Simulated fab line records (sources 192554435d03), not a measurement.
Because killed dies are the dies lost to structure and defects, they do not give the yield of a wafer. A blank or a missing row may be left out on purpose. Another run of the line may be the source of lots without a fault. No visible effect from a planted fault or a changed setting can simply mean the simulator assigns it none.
Split-lot trial :: flow n5Finfet :: 39 wafers read across 7 lots, on a route 1938 steps long

THE SPLIT ITSELF
At N5_MOL_CONTACT_COAG_CONTACT_ETCH_14 (etches SiO2 in C4F6/O2, target depth 27.5 nm, overetch 8.5 nm, time 20 s), the setting timeS was moved away from the recipe's 20 s on 18 of the 39 wafers read, by -56.2% to +15.9%. The other wafers ran this setting at the recipe's value.

SPLIT TO READING: what lies between them in the file, 1 step
- N5_MOL_CONTACT_COAG_STRIP_109: strips in C4F6/O2

THE READING
oesProductAu, in a.u., at N5_MOL_CONTACT_COAG_ETCH_15 (etches SiNx in CH3F/O2, stops on Si:P, target depth 7 nm). On this fab line, fault-free wafers typically give 0.60 a.u. with a standard deviation of 0.069 a.u.

wafer: L074.2
tool, chamber at the split: rieDiel-04, 3
timeS as run, s: 20
against the recipe: recipe
oesProductAu, a.u.: 0.68
against lot-mates on the recipe: -

wafer: L074.3
tool, chamber at the split: rieDiel-04, 1,0
timeS as run, s: 20
against the recipe: recipe
oesProductAu, a.u.: 0.49
against lot-mates on the recipe: -

wafer: L074.5
tool, chamber at the split: rieDiel-04, 1,0
timeS as run, s: 20
against the recipe: recipe
oesProductAu, a.u.: 0.51
against lot-mates on the recipe: -

wafer: L081.1
tool, chamber at the split: rieDiel-04, 0
timeS as run, s: 20
against the recipe: recipe
oesProductAu, a.u.: 0.52
against lot-mates on the recipe: -

wafer: L081.2
tool, chamber at the split: rieDiel-04, 1,3
timeS as run, s: 20
against the recipe: recipe
oesProductAu, a.u.: 0.49
against lot-mates on the recipe: -

wafer: L081.3
tool, chamber at the split: rieDiel-04, 1,3
timeS as run, s: 20
against the recipe: recipe
oesProductAu, a.u.: 0.65
against lot-mates on the recipe: -

wafer: L081.4
tool, chamber at the split: rieDiel-04, 2
timeS as run, s: 14.27
against the recipe: -28.6%
oesProductAu, a.u.: 0.37
against lot-mates on the recipe: -0.18

wafer: L081.5
tool, chamber at the split: rieDiel-04, 1
timeS as run, s: 14.27
against the recipe: -28.6%
oesProductAu, a.u.: 0.30
against lot-mates on the recipe: -0.25

wafer: L081.6
tool, chamber at the split: rieDiel-04, 0
timeS as run, s: 14.27
against the recipe: -28.6%
oesProductAu, a.u.: 0.30
against lot-mates on the recipe: -0.25

wafer: L083.1
tool, chamber at the split: rieDiel-06, 2,1,2
timeS as run, s: 9.032
against the recipe: -54.8%
oesProductAu, a.u.: 0.34
against lot-mates on the recipe: -0.25

wafer: L083.2
tool, chamber at the split: rieDiel-06, 0
timeS as run, s: 20
against the recipe: recipe
oesProductAu, a.u.: 0.63
against lot-mates on the recipe: -

wafer: L083.3
tool, chamber at the split: rieDiel-06, 1
timeS as run, s: 20
against the recipe: recipe
oesProductAu, a.u.: 0.62
against lot-mates on the recipe: -

wafer: L083.4
tool, chamber at the split: rieDiel-06, 3
timeS as run, s: 20
against the recipe: recipe
oesProductAu, a.u.: 0.51
against lot-mates on the recipe: -

wafer: L083.5
tool, chamber at the split: rieDiel-06, 2,1,2
timeS as run, s: 9.032
against the recipe: -54.8%
oesProductAu, a.u.: 0.32
against lot-mates on the recipe: -0.27

wafer: L083.6
tool, chamber at the split: rieDiel-06, 2,1,2
timeS as run, s: 9.032
against the recipe: -54.8%
oesProductAu, a.u.: 0.33
against lot-mates on the recipe: -0.26

wafer: L085.1
tool, chamber at the split: rieDiel-06, 2
timeS as run, s: 23.18
against the recipe: +15.9%
oesProductAu, a.u.: 0.64
against lot-mates on the recipe: +0.02

wafer: L085.2
tool, chamber at the split: rieDiel-06, 3,0
timeS as run, s: 23.18
against the recipe: +15.9%
oesProductAu, a.u.: 0.51
against lot-mates on the recipe: -0.11

wafer: L085.3
tool, chamber at the split: rieDiel-06, 3,0
timeS as run, s: 23.18
against the recipe: +15.9%
oesProductAu, a.u.: 0.63
against lot-mates on the recipe: +0.01

wafer: L085.4
tool, chamber at the split: rieDiel-06, 1
timeS as run, s: 20
against the recipe: recipe
oesProductAu, a.u.: 0.62
against lot-mates on the recipe: -

wafer: L085.5
tool, chamber at the split: rieDiel-06, 1
timeS as run, s: 20
against the recipe: recipe
oesProductAu, a.u.: 0.62
against lot-mates on the recipe: -

wafer: L085.6
tool, chamber at the split: rieDiel-06, 0
timeS as run, s: 20
against the recipe: recipe
oesProductAu, a.u.: 0.63
against lot-mates on the recipe: -

wafer: L087.1
tool, chamber at the split: rieDiel-05, 1
timeS as run, s: 10.46
against the recipe: -47.7%
oesProductAu, a.u.: 0.35
against lot-mates on the recipe: -0.23

wafer: L087.2
tool, chamber at the split: rieDiel-05, 0,3
timeS as run, s: 10.46
against the recipe: -47.7%
oesProductAu, a.u.: 0.29
against lot-mates on the recipe: -0.29

wafer: L087.3
tool, chamber at the split: rieDiel-05, 0,3
timeS as run, s: 10.46
against the recipe: -47.7%
oesProductAu, a.u.: 0.26
against lot-mates on the recipe: -0.32

wafer: L087.4
tool, chamber at the split: rieDiel-05, 2
timeS as run, s: 20
against the recipe: recipe
oesProductAu, a.u.: 0.62
against lot-mates on the recipe: -

wafer: L087.5
tool, chamber at the split: rieDiel-05, 3
timeS as run, s: 20
against the recipe: recipe
oesProductAu, a.u.: 0.50
against lot-mates on the recipe: -

wafer: L087.6
tool, chamber at the split: rieDiel-05, 2
timeS as run, s: 20
against the recipe: recipe
oesProductAu, a.u.: 0.61
against lot-mates on the recipe: -

wafer: L089.1
tool, chamber at the split: rieDiel-06, 1,0
timeS as run, s: 20
against the recipe: recipe
oesProductAu, a.u.: 0.62
against lot-mates on the recipe: -

wafer: L089.2
tool, chamber at the split: rieDiel-06, 1,0
timeS as run, s: 20
against the recipe: recipe
oesProductAu, a.u.: 0.63
against lot-mates on the recipe: -

wafer: L089.3
tool, chamber at the split: rieDiel-06, 2,0
timeS as run, s: 8.751
against the recipe: -56.2%
oesProductAu, a.u.: 0.32
against lot-mates on the recipe: -0.31

wafer: L089.4
tool, chamber at the split: rieDiel-06, 2
timeS as run, s: 20
against the recipe: recipe
oesProductAu, a.u.: 0.65
against lot-mates on the recipe: -

wafer: L089.5
tool, chamber at the split: rieDiel-06, 1
timeS as run, s: 8.751
against the recipe: -56.2%
oesProductAu, a.u.: 0.32
against lot-mates on the recipe: -0.31

wafer: L089.6
tool, chamber at the split: rieDiel-06, 2,0
timeS as run, s: 8.751
against the recipe: -56.2%
oesProductAu, a.u.: 0.32
against lot-mates on the recipe: -0.31

wafer: L097.1
tool, chamber at the split: rieDiel-04, 1,3
timeS as run, s: 20
against the recipe: recipe
oesProductAu, a.u.: 0.67
against lot-mates on the recipe: -

wafer: L097.2
tool, chamber at the split: rieDiel-04, 1,3
timeS as run, s: 20
against the recipe: recipe
oesProductAu, a.u.: 0.62
against lot-mates on the recipe: -

wafer: L097.3
tool, chamber at the split: rieDiel-04, 0
timeS as run, s: 15.41
against the recipe: -23.0%
oesProductAu, a.u.: 0.44
against lot-mates on the recipe: -0.16

wafer: L097.4
tool, chamber at the split: rieDiel-04, 2
timeS as run, s: 15.41
against the recipe: -23.0%
oesProductAu, a.u.: 0.50
against lot-mates on the recipe: -0.10

wafer: L097.5
tool, chamber at the split: rieDiel-04, 3
timeS as run, s: 15.41
against the recipe: -23.0%
oesProductAu, a.u.: 0.63
against lot-mates on the recipe: +0.03

wafer: L097.6
tool, chamber at the split: rieDiel-04, 2
timeS as run, s: 20
against the recipe: recipe
oesProductAu, a.u.: 0.50
against lot-mates on the recipe: -
Where a row lists several chambers, the file gives one row for several wafers and doesn't say which wafer went through which chamber.

THE FIT
A straight line over all 39 wafers: oesProductAu changes by +0.00495 a.u. for each +1% of timeS; r = +0.85; the points scatter about the line by 0.073 a.u.
The same after taking each lot's own level away (the mean of its wafers on the recipe; 39 wafers): +0.00491 a.u. for each +1%; r = +0.87; scatter 0.068 a.u.
The reading moves by 0.28 a.u. for the largest change in timeS, on that fit.
The lots' own levels span 0.553 to 0.633 a.u., that is 1.2 times the standard deviation above.
Hence the lot-to-lot level has little effect on the slope; both slopes agree.
Check: for one of the wafers moved furthest among these (-56.2%), held out of the fit, the line's prediction against its lot-mates is -0.291 a.u. It came out at -0.313 a.u. against them.

OTHER SPLITS ON THESE WAFERS
Before the reading, these wafers also passed through other splits. Each is held against what the fit with the lots' levels taken away leaves over:
other split on the same wafers: N5_ZERO_LAYER_PECVD_02 timeS
wafers away from the commonest value: 18
r with oesProductAu (lot level and that fit taken away): -0.07

other split on the same wafers: N5_FIN_SAQP_ETCH_65 timeS
wafers away from the commonest value: 12
r with oesProductAu (lot level and that fit taken away): +0.16

other split on the same wafers: N5_HKMG_FIN_DEVELOP_48 developTimeS
wafers away from the commonest value: 9
r with oesProductAu (lot level and that fit taken away): -0.04

THE WHOLE CHAIN: every reading that the file lists as answering this split, in the file's order
step: N5_MOL_CONTACT_COAG_CONTACT_ETCH_14
what it does: etches SiO2 in C4F6/O2, target depth 27.5 nm, overetch 8.5 nm, time 20 s
reading: SOC_of_MOL_CONTACT_COAG_COAT_103.thkNm (the simulator's own value, which no gauge read)
change (the file's fit): -0.0121 nm for each +1% of the setting
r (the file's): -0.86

step: N5_MOL_CONTACT_COAG_ETCH_15
what it does: etches SiNx in CH3F/O2, stops on Si:P, target depth 7 nm
reading: oesProductAu
change (the file's fit): +0.00523 a.u. for each +1% of the setting
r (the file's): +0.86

THE FILE'S OWN FIT
oesProductAu changes by +0.00523 a.u. for each +1% of timeS, r = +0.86.
